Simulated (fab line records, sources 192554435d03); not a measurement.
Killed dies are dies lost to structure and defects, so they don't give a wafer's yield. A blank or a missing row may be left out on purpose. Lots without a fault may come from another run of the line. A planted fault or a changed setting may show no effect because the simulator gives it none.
A struck lot beside a sound one | flow n5_finfet | 20 steps out of a route of 1938
Sound: wafers L663.1, L663.3, L663.4. Struck: wafers L659.1, L659.3, L659.4. The cause comes at the end.
At each step with rows: each side's tool, then ch and its chambers, then its first start. Under that, the readings that differ: sound wafers | struck wafers | difference of the means | sigmas: that difference in standard deviations of wafers without a fault.
alike: readings whose means differ by less than 2 such deviations, and words and numbers that are the same on both sides. not compared: withheld readings, readings that some wafer has no value for, bounds like >300 that may hide the same value, and numbers for which the record gives no deviation and whose values overlap.
The two part at a step that has a row with sigmas, a row that says differs or no value, or rows on one side only. Numbers that don't overlap but have no deviation are shown without sigmas and don't part them. A reading that every wafer of one side lacks parts them only if that side has two wafers or more.

first, 8 steps without rows for these wafers: N5_BEOL_M10_COAT_59 (time 60 s, resist thk 100 nm); N5_BEOL_M10_COAT_60 (time 60 s, resist thk 30 nm); N5_BEOL_M10_COAT_05 (resist thk 90 nm); N5_BEOL_M10_EBR_07; N5_BEOL_M10_SOFTBAKE_06 (time 60 s); N5_BEOL_M10_EXPOSE_08 (exposes mask M10); N5_BEOL_M10_PEB_09 (peb time 60 s); N5_BEOL_M10_DEVELOP_10 (develop time 30 s).
N5_BEOL_M10_CD_MEAS_11: target cd 64.1 nm.
  sound on cd_sem-01 ch 0, day 17 11:24; struck on cd_sem-02 ch 0, day 17 00:31
  alike: cd_nm
N5_BEOL_M10_OVL_MEAS_12:
  sound on overlay-02 ch 0, day 17 11:26; struck on overlay-02 ch 0, day 17 00:33
  alike: M10_OVL
N5_BEOL_M10_INSPECT_13: inspects for defects (brightfield).
  sound on defect_inspect-02, day 17 11:27; struck on defect_inspect-02, day 17 00:34
  alike: raw_defect_count
N5_BEOL_M10_DESCUM_16: chemistry O2, time 7.9 s.
  sound on rie_diel-03 ch 0,1,3, day 17 11:29; struck on rie_diel-05 ch 0,1, day 17 00:37
  alike: drypump_motor_current_A, oes_product_au, rf_vpp_V, showerhead_plenum_p_Torr, throttle_valve_pct
  not compared: rf_hours_counter_h
N5_BEOL_M10_ETCH_61: etches SiARC in CF4, target depth 39 nm, time 65 s.
  sound on rie_diel-03 ch 0,1,3, day 17 11:31; struck on rie_diel-05 ch 0,1, day 17 00:38
  no value came back on the struck wafers for any of 9 readings (bias_w (W), cf4_flow_sccm (sccm) and others); on the sound wafers bias_w (W) reads 35.91 35.91 35.97
  reading                                       | sound          | struck       | difference | sigmas
  model.CAR-ArF_of_BEOL_M10_COAT_05.thk_nm (nm) | 55.6 55.6 55.8 | 83.8 83.8 84 | +28.2      |
N5_BEOL_M10_ETCH_62: etches SOC in N2/H2, target depth 110 nm, overetch 22 nm, time 165 s.
  sound on rie_diel-03 ch 0,1,3, day 17 11:34; struck on rie_diel-05 ch 0,1, day 17 00:41
  reading               | sound          | struck         | difference | sigmas
  oes_product_au (a.u.) | 0.68 0.65 0.75 | 0.29 0.31 0.32 | -0.39      | -6
  alike: bias_w, chamber_pressure_mTorr, drypump_motor_current_A, rf_vpp_V, showerhead_plenum_p_Torr, throttle_valve_pct
  not compared: rf_hours_counter_h
then, 1 step without rows for these wafers: N5_BEOL_M10_STRIP_68 (strips in N2/H2).
N5_BEOL_M10_STRIP_67: strips in CF4.
  sound on rie_diel-03 ch 0,1,3, day 17 11:43; struck on rie_diel-05 ch 0,1, day 17 00:50
  alike: cf4_flow_sccm, drypump_motor_current_A, oes_product_au, rf_vpp_V, showerhead_plenum_p_Torr, throttle_valve_pct
  not compared: rf_hours_counter_h
N5_BEOL_M10_HM_OPEN_17: chemistry Cl2/BCl3, target TiN, target depth 20 nm, overetch 6 nm.
  sound on rie_metal-01 ch 0,1, day 17 11:46; struck on rie_metal-03 ch 0,1, day 17 00:53
  reading               | sound          | struck         | difference | sigmas
  oes_product_au (a.u.) | 0.62 0.62 0.62 | 0.34 0.34 0.30 | -0.29      | -5
  alike: drypump_motor_current_A, throttle_valve_pct
  not compared: rf_hours_counter_h
N5_BEOL_M10_STRIP_19: strips in O2.
  sound on rie_diel-03 ch 0,2,3, day 17 11:52; struck on rie_diel-05 ch 1,3, day 17 01:14
  alike: drypump_motor_current_A, oes_product_au, rf_vpp_V, showerhead_plenum_p_Torr, throttle_valve_pct
  not compared: rf_hours_counter_h
N5_BEOL_M10_CD_MEAS_18: pitch 140 nm, target cd 70 nm.
  sound on cd_sem-01, day 17 11:56; struck on cd_sem-02, day 17 01:18
  reading    | sound          | struck | difference                    | sigmas
  cd_nm (nm) | 69.7 69.1 70.1 | - - -  | no value on the struck wafers |
then, 1 step without rows for these wafers: N5_BEOL_M10_COAT_63 (time 60 s, resist thk 100 nm).

WHERE THEY PART
First at N5_BEOL_M10_ETCH_61; last, within this record, at N5_BEOL_M10_CD_MEAS_18.

WHY: what the simulator had put in
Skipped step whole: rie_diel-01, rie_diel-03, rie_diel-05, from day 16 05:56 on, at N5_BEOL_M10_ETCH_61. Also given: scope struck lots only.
